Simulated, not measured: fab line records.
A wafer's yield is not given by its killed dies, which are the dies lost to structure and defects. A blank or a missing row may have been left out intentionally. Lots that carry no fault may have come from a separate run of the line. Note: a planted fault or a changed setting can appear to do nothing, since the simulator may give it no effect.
Chamber matching -- flow nand_harc -- NHARC_A_STAIRCASE_DEP_156 on pecvd-04 has 3 sister chambers
The step deposits SiNx, target thk 50 nm. 6 wafers are shown with their chamber, then 8 later ones without.

## WAFERS PAIRED WITH THEIR CHAMBERS
wafer,chamber,heater_power_w (W),heater_power_outer_w (W)
L083.6,2,667,411
L083.1,0,630,377
L089.1,1,657,404
L089.2,0,661,414
L089.6,2,567,342
L090.1,1,674,426

## WAFERS MISSING THEIR CHAMBER
wafer,heater_power_w (W),heater_power_outer_w (W)
L090.4,575,336
L090.6,607,371
L093.1,675,421
L093.2,587,373
L093.5,649,417
L096.2,605,357
L096.4,721,456
L096.6,604,383

## THE CHAMBER EACH PASSED THROUGH
wafer,from the rows above,in truth
L090.4,can't be placed: 2 or 0 or 1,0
L090.6,can't be placed: 2 or 0 or 1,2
L093.1,can't be placed: 1 or 0 or 2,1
L093.2,can't be placed: 2 or 0 or 1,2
L093.5,can't be placed: 1 or 0 or 2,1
L096.2,can't be placed: 2 or 0 or 1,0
L096.4,can't be placed: 1 or 0 or 2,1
L096.6,can't be placed: 2 or 0 or 1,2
Correctly placed: 0 of 8. Not placeable from these rows: 8 (in 8, the candidates include the true chamber). Placed wrongly: 0.
How it was worked out, from the rows above alone: a wafer's distance from a chamber is the root of the sum, over the readings, of the square of ((its reading less the chamber's mean) divided by the reading's scatter). The wafer belongs to the nearest chamber; if the next one is less than 2 further off, it can't be placed. A chamber's mean is the mean of its shown wafers. The scatter: the root of (the sum of the squares of (reading less its chamber's mean) over the shown wafers, divided by (wafers less chambers)).
